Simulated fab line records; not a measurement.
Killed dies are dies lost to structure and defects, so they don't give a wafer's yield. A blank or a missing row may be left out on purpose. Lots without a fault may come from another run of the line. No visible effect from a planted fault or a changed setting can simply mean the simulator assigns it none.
Split-lot experiment	flow n5_finfet	7 lots, 21 wafers read, on a route of 1938 steps

== ABOUT THE SPLIT ==
At N5_SDB_COAT_05 (resist thk 90 nm), the setting spin_rpm was moved away from the recipe's 1500 rpm on 6 of the 21 wafers read, by +9.4% to +9.9%. The other wafers ran this setting at the recipe's value.

== FROM THE SPLIT TO THE READING: what the file shows between them, 6 steps ==
- N5_SDB_EBR_07
- N5_SDB_SOFTBAKE_06: time 60 s
- N5_SDB_EXPOSE_08: exposes mask SDB
- N5_SDB_PEB_09: peb time 60 s
- N5_SDB_DEVELOP_10: develop time 30 s
- N5_SDB_DESCUM_16: chemistry O2, time 7.9 s

== THE READING ==
CAR-ArF_of_SDB_COAT_05.thk_nm (the simulator's own value, which no gauge read), in nm, at N5_SDB_ETCH_17 (etches SiARC in CF4, target depth 23.4 nm, time 39 s). No usual value for it is given in the file. The 15 wafers here that ran the recipe average 66.5 nm, standard deviation 0.38 nm.

wafer	tool, chamber at the split	spin_rpm as run, rpm	against the recipe	CAR-ArF_of_SDB_COAT_05.thk_nm, nm	against lot-mates on the recipe
L076.1	litho_track-01, 0	1646	+9.7%	62.6	-3.8
L076.4	litho_track-01, 0	1646	+9.7%	62.4	-4.0
L076.6	litho_track-01, 0	1500	recipe	66.4	-
L079.1	litho_track-03, 0	1500	recipe	66.4	-
L079.3	litho_track-03, 0	1500	recipe	66.6	-
L079.6	litho_track-03, 0	1500	recipe	66.4	-
L080.1	litho_track-04, 0	1648	+9.9%	62.6	-3.2
L080.3	litho_track-04, 0	1648	+9.9%	61.8	-4.0
L080.4	litho_track-04, 0	1500	recipe	65.8	-
L082.2	litho_track-04, 0	1500	recipe	66.8	-
L082.3	litho_track-04, 0	1500	recipe	67	-
L082.5	litho_track-04, 0	1500	recipe	67.4	-
L086.2	litho_track-04, 0	1500	recipe	66.6	-
L086.3	litho_track-04, 0	1500	recipe	66.2	-
L086.5	litho_track-04, 0	1500	recipe	66.2	-
L089.2	litho_track-04, 0	1500	recipe	66.8	-
L089.4	litho_track-04, 0	1500	recipe	66.8	-
L089.6	litho_track-04, 0	1500	recipe	66.4	-
L090.1	litho_track-03, 0	1500	recipe	66.2	-
L090.5	litho_track-03, 0	1641	+9.4%	62.8	-3.4
L090.6	litho_track-03, 0	1641	+9.4%	62.6	-3.6

THE FIT
A straight line over all 21 wafers: CAR-ArF_of_SDB_COAT_05.thk_nm changes by -0.421 nm for each +1% of spin_rpm; r = -0.98; the points scatter about the line by 0.37 nm.
The same after taking each lot's own level away (the mean of its wafers on the recipe; 21 wafers): -0.379 nm for each +1%; r = -0.99; scatter 0.22 nm.
Per that fit: largest spin_rpm move, reading shift of 3.7 nm.
The span of the lots' own levels, 65.80 to 67.07 nm, comes to 3.4 times the standard deviation stated above.
So the lot-to-lot level changes the slope: the two fits differ.
Check: with one of the wafers moved furthest among these (+9.9%) left out of the fit, the line predicts -3.86 nm for it against its lot-mates. It came out at -3.2 nm against them.

== FURTHER SPLITS ON THESE WAFERS ==
Note: prior to the reading, these wafers also went through further splits. Each is held against what the fit with the lots' levels taken away leaves over:
other split on the same wafers	wafers away from the commonest value	r with CAR-ArF_of_SDB_COAT_05.thk_nm (lot level and that fit taken away)
N5_SD_EPI_P_PEB_07 peb_time_s	7	-0.24
N5_SDB_COAT_04 spin_rpm	5	+0.25

== THE WHOLE CHAIN: every reading that the file lists as answering this split, in the file's order ==
step	what it does	reading	change (the file's fit)	r (the file's)
N5_SDB_COAT_05	resist thk 90 nm	CAR-ArF_of_SDB_COAT_05.thk_nm (the simulator's own value, which no gauge read)	-0.413 nm for each +1% of the setting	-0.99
N5_SDB_DEVELOP_10	develop time 30 s	CAR-ArF_of_SDB_COAT_05.thk_nm (the simulator's own value, which no gauge read)	-0.431 nm for each +1% of the setting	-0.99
N5_SDB_ETCH_17	etches SiARC in CF4, target depth 23.4 nm, time 39 s	CAR-ArF_of_SDB_COAT_05.thk_nm (the simulator's own value, which no gauge read)	-0.379 nm for each +1% of the setting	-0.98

== THE FILE'S OWN FIT ==
CAR-ArF_of_SDB_COAT_05.thk_nm changes by -0.379 nm for each +1% of spin_rpm, r = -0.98.
